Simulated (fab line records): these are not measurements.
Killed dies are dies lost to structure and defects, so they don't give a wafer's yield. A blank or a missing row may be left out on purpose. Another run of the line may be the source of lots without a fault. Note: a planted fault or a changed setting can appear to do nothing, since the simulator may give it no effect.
fab line records	flow nand_harc
[record] lots = 12	wafers = 36	last_day = 24
route steps=1159 shown THIN_TSV@1120 END@1159
lots untouched by any fault: they come from a run of this same line in which no faults occurred
start_h: the number of hours between the record's first day and the start of the first shown wafer of the lot	wait_h: hours from the lot's prior step to this one	" as in the row above	L1.1+2: several wafers, shown together as one row	- either no value or no given start	* or withheld: withheld	< > ~ a bound
route shown NAME@n: a module of which the file shows steps, and the number in the route of the first	usual: mean/standard deviation of fault-free wafers	same: alike in all rows	chamber/n: place in a boat	sites: each site's reading	_std_site: the values' standard deviation	_edge_site: inner sites' mean taken away from outer sites' mean	radius_mm: for every site, how far away it sits from the centre of the wafer	mask NAME#n: copy n	behind: tool/chamber where the wafer was last shaped	hold: the reason the lot was held/the length of the hold in hours/how it ended	device: which transistor (n, p or np) failed to switch	end of line: the same wafers' tests at the end of the route	a step with no rows: only its recipe	killed: not the wafer's yield, but the dies lost to structure and defects at the first sort	map: dies across one wafer; x = killed, . = not, _ = none there
set.NAME: setting as actually run; set.NAME@STEP: the setting as run at that earlier step	model.NAME: the simulator's own value behind a step, which no gauge read
the route's steps for a sample of lots (tables are steps, rows are wafers)
services: a tool's chamber out of use, with start hour (start_h, from the record's first day; less than 0 if before it), hours out, and reason
[[steps]]
[step NHARC_THIN_TSV_ETCH_15]
[recipe] target_depth_a = 30000	bosch_target_overetch_cycles = 2	bosch_etch_step_s = 2.8	bosch_dep_step_s = 1.2	bosch_cycles = 14
[usual] drypump_motor_current_A = 5.8/0.55
[same] bosch_etch_step_s = 2.8
lot.wafer	tool	chamber	start_h	wait_h	drypump_motor_current_A	rf_hours_counter_h
L133.2	rie_si-04	1	448.61	-	5.6	1.7
L133.3	"	0	"	"	6.1	1.6
L133.6	"	2	"	"	4.9	-
L132.1	rie_si-01	2	451.11	-	5.8	0.5
L132.3	"	3	"	"	4.9	0.5
L132.5	"	0	"	"	6.3	-
L136.2	rie_si-06	1	452.55	-	5.6	0.6
L136.6	"	3	"	"	6.8	-
L136.5	"	0	"	"	5.9	-
L134.1	rie_si-01	0	454.12	-	6.3	0.6
L134.2	"	3	"	"	5.0	0.5
L134.5	"	0	"	"	6.3	-
L135.4	rie_si-06	0	455.85	-	5.9	0.7
L135.3	"	3	"	"	6.8	0.8
L135.5	"	0	"	"	5.9	-
L137.1	rie_si-01	3	457.08	-	4.9	0.6
L137.4	"	0	"	"	6.3	0.7
L137.6	"	3	"	"	4.9	-
L138.1	rie_si-06	3	461.67	-	6.8	0.9
L138.2	"	0	"	"	5.9	0.9
L138.6	"	3	"	"	6.8	-
L141.4	rie_si-04	1	470.07	-	5.5	0.1
L141.3	"	3	"	"	5.7	0.1
L141.6	"	1	"	"	5.5	-
L146.2	rie_si-06	1	507.50	-	5.6	1.3
L146.6	"	3	"	"	6.8	-
L146.5	"	0	"	"	5.9	-
L149.3	rie_si-01	1	518.21	-	6.3	1.3
L149.1	"	3	"	"	4.9	1.3
L149.5	"	0	"	"	6.3	-
L152.3	rie_si-06	3	533.39	-	6.8	1.6
L152.1	"	0	"	"	5.9	1.6
L152.5	"	3	"	"	6.8	-
L153.2	rie_si-01	2	563.77	-	5.8	0.1
L153.4	"	3	"	"	4.9	0.1
L153.5	"	3	"	"	4.9	-
[step NHARC_THIN_TSV_CMP_21]
[recipe] t_overpolish_s = 30	target_thk_nm = 2000
[usual] motor_current_A = 11.9/1.2	overpolish_run_s = 30.000/0.0089
lot.wafer	tool	chamber	start_h	wait_h	motor_current_A	overpolish_run_s
L133.2	cmp-01	0	452.26	-	11.0	29.993
L133.3	"	3	"	"	13.1	30.007
L133.6	"	0	"	"	10.8	30.009
L132.1	cmp-01	0	454.69	-	10.7	30.014
L132.3	"	3	"	"	13.2	30.002
L132.5	"	0	"	"	11.0	29.989
L136.2	cmp-01	2	456.41	-	11.0	30.007
L136.6	"	3	"	"	13.6	30.016
L136.5	"	0	"	"	10.9	30.013
L134.1	cmp-01	3	457.65	-	14.4	30.015
L134.2	"	2	"	"	12.4	30.013
L134.5	"	3	"	"	13.0	30.005
L135.4	cmp-02	2	459.67	-	13.4	29.996
L135.3	"	0	"	"	9.9	29.998
L135.5	"	1	"	"	12.1	30.010
L137.1	cmp-01	2	460.78	-	11.7	30.004
L137.4	"	0	"	"	11.6	30.003
L137.6	"	3	"	"	14.0	29.999
L138.2	cmp-04	2	465.32	-	11.0	30.007
L138.1	"	3	"	"	10.8	29.995
L138.6	"	2	"	"	11.3	30.005
L141.4	cmp-02	1	473.64	-	11.4	30.004
L141.3	"	2	"	"	12.9	29.996
L141.6	"	1	"	"	11.7	30.001
L146.2	cmp-04	0	511.01	-	12.2	30.009
L146.5	"	2	"	"	11.3	29.991
L146.6	"	3	"	"	11.7	30.006
L149.1	cmp-01	2	521.72	-	11.8	29.998
L149.3	"	0	"	"	11.0	30.005
L149.5	"	3	"	"	13.3	30.001
L152.1	cmp-02	2	536.94	-	13.2	30.001
L152.3	"	3	"	"	12.3	29.992
L152.5	"	0	"	"	9.4	29.999
L153.2	cmp-01	0	567.27	-	11.0	29.999
L153.4	"	2	"	"	11.6	29.998
L153.5	"	3	"	"	14.1	29.988
[step NHARC_THIN_TSV_ETCH_59]
[recipe] target_depth_a = 8800	icp_w = 900	bias_w = 100	Cl2_flow_sccm = 60	bcl3_flow_sccm = 30	time_s = 138.1	chemistry = Cl2/BCl3
[usual] bcl3_flow_sccm = 30.01/0.096	drypump_motor_current_A = 5.5/0.37	oes_product_au = 1.001/0.0069	run_length_s = 159.3/0.55	throttle_valve_pct = 22.266/0.0099
[same] time_s = 138.1
lot.wafer	tool	chamber	start_h	wait_h	bcl3_flow_sccm	drypump_motor_current_A	oes_product_au	rf_hours_counter_h	run_length_s	throttle_valve_pct
L133.2	rie_metal-01	0	454.15	0.1	30.14	5.0	0.994	3.2	159.2	22.252
L133.3	"	0	"	"	30.13	5.0	0.998	-	159.6	22.281
L133.6	"	1	"	"	30.03	5.3	1.002	-	159.2	22.259
L132.1	rie_metal-01	1	456.62	0.2	30.11	5.3	1.010	3.5	159.2	22.266
L132.3	"	1	"	"	30.14	5.3	1.010	-	159.2	22.267
L132.5	"	0	"	"	30.08	5.0	0.998	-	159.2	22.260
L136.2	rie_metal-02	1	458.21	0.1	30.01	5.4	1.013	2.0	158.8	22.260
L136.6	"	1	"	"	30.03	5.4	1.006	-	158.7	22.264
L136.5	"	0	"	"	29.84	6.1	0.999	-	159.9	22.276
L134.2	rie_metal-02	1	459.42	0.1	30.04	5.4	1.009	2.2	158.9	22.273
L134.1	"	0	"	"	29.89	6.1	1.001	2.2	160.1	22.255
L134.5	"	0	"	"	29.85	6.1	0.993	-	160.4	22.267
L135.4	rie_metal-01	0	461.61	0.2	29.93	5.0	0.996	-	159.1	22.247
L135.3	"	1	"	"	30.18	5.3	1.010	-	159.1	22.272
L135.5	"	1	"	"	30.18	5.3	0.994	-	159.4	22.290
L137.1	rie_metal-03	0	462.67	0.1	30.23	5.4	0.999	0.0	158.7	22.253
L137.4	"	1	"	"	29.99	5.2	0.999	-	159.6	22.260
L137.6	"	1	"	"	29.99	5.3	0.998	-	159.8	22.278
L138.1	rie_metal-02	1	467.07	0.1	29.94	5.4	0.989	2.7	158.7	22.272
L138.2	"	0	"	"	30.09	6.1	0.992	2.7	160.4	22.264
L138.6	"	1	"	"	29.95	5.4	0.996	-	158.9	22.274
L141.4	rie_metal-03	0	475.51	0.1	30.05	5.4	1.002	-	158.6	22.258
L141.3	"	1	"	"	30.06	5.2	1.004	-	159.6	22.260
L141.6	"	1	"	"	30.06	5.2	1.005	-	160.0	22.264
L146.2	rie_metal-02	0	512.85	0.1	30.09	6.1	1.000	3.9	160.0	22.276
L146.5	"	0	"	"	29.93	6.1	1.002	-	160.0	22.248
L146.6	"	1	"	"	29.98	5.4	1.008	-	158.8	22.269
L149.1	rie_metal-01	0	523.59	0.1	29.93	5.0	0.996	0.1	159.1	22.276
L149.3	"	1	"	"	30.11	5.3	1.009	-	159.0	22.277
L149.5	"	0	"	"	30.01	5.0	1.000	-	159.5	22.281
L152.1	rie_metal-03	0	538.83	0.2	30.08	5.4	0.998	2.4	158.5	22.268
L152.3	"	1	"	"	29.97	5.2	1.000	-	160.4	22.275
L152.5	"	0	"	"	30.00	5.4	1.013	-	158.8	22.256
L153.2	rie_metal-01	1	569.65	0.2	29.90	5.3	1.008	1.5	159.0	22.262
L153.4	"	1	"	"	29.91	5.3	1.007	-	159.5	22.272
L153.5	"	0	"	"	29.99	5.0	0.999	-	159.2	22.271
[step NHARC_THIN_TSV_ETCH_36]
[recipe] target_depth_a = 650	over_etch_frac = 0.3	time_s = 18.571	ion_energy_ev = 150	chemistry = Cl2/BCl3
[usual] drypump_motor_current_A = 5.5/0.37	oes_product_au = 1.001/0.0065	run_length_s = 39.7/0.53
lot.wafer	tool	chamber	start_h	wait_h	drypump_motor_current_A	oes_product_au	rf_hours_counter_h	run_length_s
L133.2	rie_metal-01	0	454.42	0.2	5.0	0.987	3.3	39.4
L133.3	"	1	"	"	5.3	1.000	-	39.6
L133.6	"	1	"	"	5.3	0.999	-	39.8
L132.1	rie_metal-01	0	456.85	0.2	5.0	1.000	3.5	39.4
L132.3	"	0	"	"	5.0	1.010	-	39.5
L132.5	"	1	"	"	5.3	1.004	-	40.2
L136.2	rie_metal-02	0	458.48	0.2	6.1	0.995	2.2	40.4
L136.5	"	1	"	"	5.4	0.999	-	39.5
L136.6	"	0	"	"	6.1	1.002	-	40.8
L134.2	rie_metal-02	1	459.68	0.2	5.4	0.993	2.4	39.3
L134.1	"	0	"	"	6.1	0.992	2.4	40.4
L134.5	"	0	"	"	6.1	0.995	-	40.3
L135.4	rie_metal-01	1	461.81	0.2	5.3	1.008	-	39.6
L135.3	"	0	"	"	5.0	1.003	-	39.4
L135.5	"	0	"	"	5.0	1.002	-	39.6
L137.1	rie_metal-03	0	462.93	0.2	5.5	0.994	0.2	39.7
L137.4	"	0	"	"	5.4	1.006	-	39.1
L137.6	"	1	"	"	5.3	0.991	-	40.3
L138.1	rie_metal-02	1	467.33	0.2	5.4	1.013	2.8	39.1
L138.2	"	0	"	"	6.1	0.993	2.8	40.4
L138.6	"	1	"	"	5.4	1.004	-	39.5
L141.4	rie_metal-03	1	475.71	0.2	5.3	0.997	-	40.3
L141.3	"	0	"	"	5.4	1.008	-	39.2
L141.6	"	0	"	"	5.4	1.001	-	39.7
L146.2	rie_metal-02	0	513.12	0.2	6.1	0.993	4.1	35.0
L146.5	"	1	"	"	5.4	0.995	-	39.3
L146.6	"	0	"	"	6.1	1.001	-	40.2
L149.1	rie_metal-01	0	523.85	0.2	5.0	0.997	0.2	39.6
L149.3	"	1	"	"	5.3	1.000	-	39.5
L149.5	"	1	"	"	5.3	1.004	-	40.0
L152.1	rie_metal-03	1	539.06	0.2	5.3	1.001	2.2	40.0
L152.3	"	1	"	"	5.3	1.003	-	40.8
L152.5	"	0	"	"	5.5	0.995	-	39.3
L153.2	rie_metal-01	0	569.87	0.2	5.0	0.999	1.6	39.7
L153.4	"	1	"	"	5.3	1.005	-	39.5
L153.5	"	1	"	"	5.3	0.994	-	40.0
[step NHARC_END_SORT_01]
[recipe] temp_c = 25
[usual] defect_limited_yield = 95.2/1.6	killed_at_array = 28/11	killed_at_other = 0.8/1.3	killed_at_periphery = 3.6/2.5	killed_dies = 32/11	killed_open = 3.0/1.8	killed_short = 2.0/1.5	sort_bin_2_pct = 1.5/0.66	sort_bin_3_pct = 0.25/0.23	sort_bin_4_pct = 3.0/1.1	sort_n_pass = 645/11	sort_rim_yield_pct = 96.0/2.9	sort_yield_pct = 95.2/1.6
[same] gross_dies = 677	sort_bin_5_pct[%] = 0	sort_bin_6_pct[%] = 0	sort_bin_7_pct[%] = 0	sort_bin_8_pct[%] = 0	sort_rim_n_gross = 106.00
lot.wafer	tool	chamber	start_h	wait_h	defect_limited_yield[%]	killed_at_array	killed_at_other	killed_at_periphery	killed_dies	killed_open	killed_short	sort_bin_2_pct[%]	sort_bin_3_pct[%]	sort_bin_4_pct[%]	sort_n_pass	sort_rim_yield_pct[%]	sort_yield_pct[%]
L138.1	prober-01	0	485.23	2.5	95.0	29	2	3	34	1	4	0.9	0.44	3.7	643	94.3	95.0
L138.2	prober-01	0	486.03	2.8	94.2	34	1	4	39	4	2	1.6	0	4.1	638	92.5	94.2
L138.6	prober-01	0	489.23	4.0	95.6	28	0	2	30	5	0	1.2	0.44	2.8	647	97.2	95.6
L146.2	prober-02	0	525.03	2.8	97.2	15	0	4	19	2	1	0.3	0.15	2.4	658	92.5	97.2
L146.5	prober-02	0	527.42	3.7	94.8	32	0	3	35	5	5	2.4	0.30	2.5	642	97.2	94.8
L146.6	prober-02	0	528.21	4.0	96.3	22	1	2	25	3	1	1.6	0.15	1.9	652	92.5	96.3
L152.1	prober-01	0	547.87	2.5	93.2	41	2	3	46	2	2	1.9	0.89	4.0	631	96.2	93.2
L152.3	prober-01	0	549.47	3.1	94.8	33	1	1	35	1	2	1.9	0	3.2	642	98.1	94.8
L152.5	prober-01	0	551.07	3.7	94.2	36	2	1	39	0	2	2.1	0.30	3.4	638	96.2	94.2
// killed by level:class
L138.1 A_CHANNEL_HOLE_D1:chamber_film_flake=16 A_SLIT:chamber_film_flake=9 A_ONON_D1:geometric_particle:short=2 THIN_TSV:chamber_film_flake=2 P_CONTACT:geometric_particle:open=1 P_M0:geometric_particle:short=1 A_CONTACT:geometric_particle:short=1 P_GATE:chamber_film_flake=1
L138.2 A_CHANNEL_HOLE_D1:chamber_film_flake=14 A_SLIT:chamber_film_flake=14 P_GATE:geometric_particle:open=1 P_CONTACT:geometric_particle:open=1 A_WL_FILL:geometric_particle:short=1 A_CONTACT:geometric_particle:short=1 A_CONTACT:geometric_particle:open=1 A_M1:geometric_particle:open=1
L138.6 A_SLIT:chamber_film_flake=15 A_CHANNEL_HOLE_D1:chamber_film_flake=9 A_CHANNEL_FILL_D1:geometric_particle:open=2 P_CONTACT:geometric_particle:open=1 P_M0:geometric_particle:open=1 A_CHANNEL_HOLE_D1:geometric_particle:open=1 A_CONTACT:chamber_film_flake=1
L146.2 A_CHANNEL_HOLE_D1:chamber_film_flake=9 A_CONTACT:chamber_film_flake=4 P_CONTACT:geometric_particle:open=1 P_M2:geometric_particle:open=1 A_M0:geometric_particle:short=1 P_ZERO_WELL:chamber_film_flake=1 P_M2:chamber_film_flake=1 A_STAIRCASE:chamber_film_flake=1
L146.5 A_CHANNEL_HOLE_D1:chamber_film_flake=15 A_CONTACT:chamber_film_flake=5 A_CHANNEL_FILL_D1:geometric_particle:short=4 A_STAIRCASE:chamber_film_flake=3 A_M0:geometric_particle:open=2 P_CONTACT:geometric_particle:open=1 P_M0:geometric_particle:open=1 A_CONTACT:geometric_particle:short=1
L146.6 A_CHANNEL_HOLE_D1:chamber_film_flake=10 A_CONTACT:chamber_film_flake=7 A_STAIRCASE:chamber_film_flake=3 P_CONTACT:geometric_particle:open=1 A_CHANNEL_FILL_D1:geometric_particle:open=1 A_M0:geometric_particle:open=1 P_BONDPAD:chamber_film_flake=1 STARTING-WAFER:geometric_particle:short=1
L152.1 A_SLIT:chamber_film_flake=25 A_CHANNEL_HOLE_D1:chamber_film_flake=7 A_STAIRCASE:chamber_film_flake=3 A_CONTACT:chamber_film_flake=3 P_GATE:chamber_film_flake=2 THIN_TSV:chamber_film_flake=2 P_M2:geometric_particle:open=1 A_SGD_CUT:geometric_particle:short=1
L152.3 A_SLIT:chamber_film_flake=20 A_CHANNEL_HOLE_D1:chamber_film_flake=8 A_CHANNEL_FILL_D1:geometric_particle:short=1 A_WL_FILL:geometric_particle:short=1 A_M0:geometric_particle:open=1 P_GATE:chamber_film_flake=1 A_STAIRCASE:chamber_film_flake=1 A_CONTACT:chamber_film_flake=1
L152.5 A_SLIT:chamber_film_flake=16 A_CHANNEL_HOLE_D1:chamber_film_flake=11 A_CONTACT:chamber_film_flake=5 THIN_TSV:chamber_film_flake=2 A_WL_FILL:geometric_particle:short=1 A_M0:geometric_particle:short=1 P_GATE:chamber_film_flake=1 A_STAIRCASE:chamber_film_flake=1
[[services]]
tool	chamber	start_h	hours	kind
rie_si-04	-	453.00	9.0	pm
rie_metal-03	-	453.21	9.0	pm
cmp-02	-	466.07	0.6	repair
cmp-01	-	476.37	1.1	repair
cmp-01	-	479.20	4.0	pm
rie_metal-03	1	484.46	19.7	repair
rie_metal-02	-	492.37	1.1	repair
cmp-04	-	497.29	4.0	pm
rie_si-04	0	497.49	6.4	repair
rie_si-01	0	500.02	8.2	repair
cmp-04	-	502.90	1.0	repair
rie_metal-03	0	504.04	7.6	repair
rie_metal-01	-	509.00	9.0	pm
rie_metal-01	0	509.00	9.0	vent_cycle
cmp-02	-	515.76	2.2	repair
rie_si-01	1	521.98	4.4	repair
rie_si-01	1	527.44	2.7	repair
rie_si-06	-	537.00	9.0	pm
rie_si-01	-	539.82	9.0	pm
cmp-04	-	540.82	15.6	repair
rie_metal-02	0	549.52	5.4	repair
rie_metal-03	0	554.66	19.6	repair
cmp-01	-	562.31	0.8	repair
rie_metal-02	-	565.03	9.0	pm
[[key]]
[first_sign] step = NHARC_THIN_TSV_ETCH_36	reading = run_length_s	direction = down	sigmas = 8.9	usual = *	struck = *
effect none on later readings
met_at NHARC_THIN_TSV_ETCH_36
struck_lots L146
struck_wafers L146.2
not_acting_at NHARC_THIN_TSV_ETCH_15,NHARC_THIN_TSV_CMP_21,NHARC_THIN_TSV_ETCH_59
onset_between 467.33 513.12
[fault] kind = process_parameter_drift	tool = rie_metal-02	chamber = -	onset_h = 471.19	steps = NHARC_THIN_TSV_ETCH_36	channel = time_s	offset = *	shape = step	end_h = 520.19	scope = struck_wafers_only	acts_in = *	stated = *
